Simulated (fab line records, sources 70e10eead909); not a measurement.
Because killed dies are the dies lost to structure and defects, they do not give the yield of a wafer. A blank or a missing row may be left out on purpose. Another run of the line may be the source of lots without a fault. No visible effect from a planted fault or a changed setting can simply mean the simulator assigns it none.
The tool behind it: which one? -- flow nand harc -- 42 wafers from 14 lots sampled at 4 of the route's 1302 steps

WHAT THE GAUGES SHOWED, per wafer
The record holds no reading of a measuring or inspecting step that can be judged against a usual standard deviation.

WHAT TOOL EACH LOT RAN ON (gives the tool, then ch and the chambers of the sampled wafers, and finally the start)
lot,NHARC_A_STAIRCASE_ETCH_227,NHARC_A_STAIRCASE_TRIM_229,NHARC_A_STAIRCASE_ETCH_234,NHARC_A_STAIRCASE_TRIM_235
L173,"rie diel-09 ch 0,1, day 16 02:23 or earlier","rie diel-12 ch 0,1, day 16 02:23","rie diel-12 ch 1,2, no start","rie diel-12 ch 0,2,3, no start"
L174,"rie diel-09 ch 1,2,3, day 16 02:50 or earlier","rie diel-09 ch 0,1,3, day 16 02:50","rie diel-09 ch 0,2,3, no start","rie diel-09 ch 0,2,3, no start"
L175,"rie diel-09 ch 0,1,2, day 17 00:45 or earlier","rie diel-12 ch 1,2,3, day 17 00:45","rie diel-12 ch 0,1,2, no start","rie diel-12 ch 0,1,2, no start"
L177,"rie diel-12 ch 0,1,3, day 17 10:34 or earlier","rie diel-12 ch 1,2, day 17 10:34","rie diel-12 ch 0,1,2, no start","rie diel-12 ch 1,3, no start"
L176,"rie diel-12 ch 1,2, day 17 16:44 or earlier","rie diel-05 ch 0,1, day 17 16:44","rie diel-05 ch 0,1,2, no start","rie diel-05 ch 0,2,3, no start"
L178,"rie diel-12 ch 0,1,3, day 18 09:25 or earlier","rie diel-12 ch 0,1,2, day 18 09:25","rie diel-12 ch 0,1,2, no start","rie diel-12 ch 0,1,3, no start"
L179,"rie diel-05 ch 2,3, day 18 14:12 or earlier","rie diel-12 ch 1,2, day 18 14:12","rie diel-12 ch 1,2,3, no start","rie diel-12 ch 0,1,3, no start"
L181,"rie diel-05 ch 1,2,3, day 19 04:41 or earlier","rie diel-12 ch 0,3, day 19 04:41","rie diel-12 ch 0,2,3, no start","rie diel-12 ch 0,2,3, no start"
L182,"rie diel-05 ch 0,1,2, day 19 18:37 or earlier","rie diel-05 ch 0,1,3, day 19 18:37","rie diel-05 ch 1,2,3, no start","rie diel-05 ch 2,3, no start"
L185,"rie diel-12 ch 0,2, day 21 12:23 or earlier","rie diel-12 ch 1,2, day 21 12:23","rie diel-12 ch 1,3, no start","rie diel-12 ch 1,2, no start"
L186,"rie diel-09 ch 1,2, day 22 11:29 or earlier","rie diel-12 ch 0,1,2, day 22 11:29","rie diel-12 ch 1,2, no start","rie diel-12 ch 0,1, no start"
L193,"rie diel-12 ch 0,1,3, day 24 06:16 or earlier","rie diel-05 ch 0,1,3, day 24 06:16","rie diel-05 ch 0,2,3, no start","rie diel-05 ch 0,1,3, no start"
L195,"rie diel-05 ch 0,2,3, day 25 04:22 or earlier","rie diel-12 ch 0,1,2, day 25 04:22","rie diel-12 ch 0,1, no start","rie diel-12 ch 0,2,3, no start"
L194,"rie diel-09 ch 0,3, day 25 09:29 or earlier","rie diel-12 ch 0,1,2, day 25 09:29","rie diel-12 ch 0,3, no start","rie diel-12 ch 0,2,3, no start"
- NHARC_A_STAIRCASE_ETCH_227: etches the open film in C4F8/O2, target depth 100 nm, time 40.5 s.
- NHARC_A_STAIRCASE_TRIM_229: chemistry O2, time 211.2 s.
- NHARC_A_STAIRCASE_ETCH_234: etches the open film in C4F8/O2, target depth 100 nm, time 40.5 s.
- NHARC_A_STAIRCASE_TRIM_235: chemistry O2, time 211.2 s.

AS READ BY THE TOOLS THEMSELVES (means over the sampled wafers that have a number; for cases with no such wafer, the mark the record gives instead)
NHARC_A_STAIRCASE_ETCH_227. Usual: oes product au 0.946 a.u., standard deviation 0.014; rf vpp V 897 V, standard deviation 5.9.
lot,tool,oes product au (a.u.),rf vpp V (V),flag
L173,rie diel-09,0.954,894,
L174,rie diel-09,0.938,902,
L175,rie diel-09,0.936,900,
L177,rie diel-12,0.944,900,
L176,rie diel-12,0.962,901,
L178,rie diel-12,0.949,899,
L179,rie diel-05,0.954,893,
L181,rie diel-05,0.946,892,
L182,rie diel-05,0.952,894,
L185,rie diel-12,0.954,901,
L186,rie diel-09,0.937,903,
L193,rie diel-12,0.953,899,
L195,rie diel-05,0.938,893,
L194,rie diel-09,0.948,891,

NHARC_A_STAIRCASE_TRIM_229. Usual: drypump motor current A is 5.6 A with standard deviation 0.49, o2 flow sccm is 499.9 sccm with standard deviation 1.5, oes product au is 1.007 a.u. with standard deviation 0.013, rf vpp V is 57.9 V with standard deviation 1, run length s is 232.4 s with standard deviation 0.31, showerhead plenum p Torr is 3.56 Torr with standard deviation 0.16, and throttle valve pct is 17.037 % with standard deviation 0.0088.
lot,tool,drypump motor current A (A),o2 flow sccm (sccm),oes product au (a.u.),rf vpp V (V),run length s (s),showerhead plenum p Torr (Torr),throttle valve pct (%),flag
L173,rie diel-12,5.5,499.1,1.013,58.1,232.5,3.77,17.033,
L174,rie diel-09,6.0,500.1,1.010,58.7,232.4,3.56,17.040,
L175,rie diel-12,5.3,500.2,1.020,58.7,232.3,3.58,17.034,
L177,rie diel-12,5.3,500.3,1.023,59.1,232.2,3.72,17.047,
L176,rie diel-05,5.4,500.2,0.998,58.6,232.1,3.51,17.042,
L178,rie diel-12,5.7,499.6,1.003,58.1,232.8,3.70,17.033,
L179,rie diel-12,5.3,501.0,1.016,57.9,232.3,3.72,17.028,
L181,rie diel-12,5.7,500.2,1.002,57.6,232.8,3.60,17.036,
L182,rie diel-05,5.3,499.6,1.000,57.9,232.4,3.45,17.034,
L185,rie diel-12,5.3,499.2,1.022,58.3,280.6,3.71,17.032,OFF
L186,rie diel-12,5.7,500.7,1.013,57.3,256.6,3.68,17.036,OFF
L193,rie diel-05,5.3,499.6,0.994,57.2,232.8,3.43,17.046,
L195,rie diel-12,5.7,499.4,1.015,59.5,232.3,3.67,17.046,
L194,rie diel-12,5.7,499.4,1.015,58.2,232.5,3.67,17.030,

NHARC_A_STAIRCASE_ETCH_234. Usual: oes product au 0.951 a.u., standard deviation 0.013; rf vpp V 897 V, standard deviation 5.8.
lot,tool,oes product au (a.u.),rf vpp V (V),flag
L173,rie diel-12,0.967,904,
L174,rie diel-09,0.951,897,
L175,rie diel-12,0.961,903,
L177,rie diel-12,0.957,902,
L176,rie diel-05,0.936,895,
L178,rie diel-12,0.952,902,
L179,rie diel-12,0.965,898,
L181,rie diel-12,0.959,897,
L182,rie diel-05,0.944,892,
L185,rie diel-12,0.962,899,
L186,rie diel-12,0.955,902,
L193,rie diel-05,0.959,894,
L195,rie diel-12,0.946,902,
L194,rie diel-12,0.953,894,

NHARC_A_STAIRCASE_TRIM_235. Usual: drypump motor current A is 5.6 A with standard deviation 0.5, o2 flow sccm is 500.1 sccm with standard deviation 1.4, oes product au is 1.005 a.u. with standard deviation 0.012, rf vpp V is 57.8 V with standard deviation 0.94, run length s is 232.49 s with standard deviation 0.28, showerhead plenum p Torr is 3.55 Torr with standard deviation 0.16, and throttle valve pct is 17.037 % with standard deviation 0.0096.
lot,tool,drypump motor current A (A),o2 flow sccm (sccm),oes product au (a.u.),rf vpp V (V),run length s (s),showerhead plenum p Torr (Torr),throttle valve pct (%),flag
L173,rie diel-12,5.6,500.8,0.994,57.5,232.35,3.57,17.041,
L174,rie diel-09,5.9,500.6,1.004,57.5,232.46,3.57,17.040,
L175,rie diel-12,5.7,500.1,1.011,58.1,232.40,3.71,17.041,
L177,rie diel-12,5.1,500.3,1.013,58.1,232.46,3.50,17.036,
L176,rie diel-05,5.8,500.2,0.990,58.3,232.28,3.48,17.037,
L178,rie diel-12,5.4,499.2,1.014,58.0,232.52,3.62,17.036,
L179,rie diel-12,5.5,499.8,1.001,57.9,232.56,3.62,17.029,
L181,rie diel-12,5.6,500.0,1.011,56.9,232.51,3.55,17.030,
L182,rie diel-05,6.3,500.5,1.005,58.3,232.48,3.45,17.041,
L185,rie diel-12,5.3,499.1,1.015,58.4,232.43,3.71,17.047,
L186,rie diel-12,5.5,499.5,1.014,58.5,232.54,3.74,17.050,
L193,rie diel-05,5.3,500.6,0.993,56.9,232.48,3.43,17.030,
L195,rie diel-12,5.6,498.4,1.007,59.0,232.75,3.53,17.045,
L194,rie diel-12,5.6,501.0,1.005,57.7,232.38,3.53,17.040,

THE ANSWER, worked out from the rows above alone
Rule: take the mean of a lot's wafers that have a number; if it is more than 3 standard deviations from the usual mean, the lot is off. A lot without any number at a reading at which 4 lots or more have one is off too. The other lots that the step has rows for count as sound. The gauges are gone through in route order, then the tools' own readings, and for those a lot's mean is taken as printed above. At the first step where some lot is off, the reading lying furthest off is the one used; lots without a number count as furthest.
Off: L185, L186 (NHARC_A_STAIRCASE_TRIM_229, run length s).
If a tool, at that step or one of the process steps before it, ran each lot that is off and ran no sound lot following the first of them, it fits. NHARC_A_STAIRCASE_ETCH_227: start missing for some lots; hours and lot order therefore follow NHARC_A_STAIRCASE_TRIM_229. None of those tried fits.

WHAT THE SIMULATOR HAD PUT IN
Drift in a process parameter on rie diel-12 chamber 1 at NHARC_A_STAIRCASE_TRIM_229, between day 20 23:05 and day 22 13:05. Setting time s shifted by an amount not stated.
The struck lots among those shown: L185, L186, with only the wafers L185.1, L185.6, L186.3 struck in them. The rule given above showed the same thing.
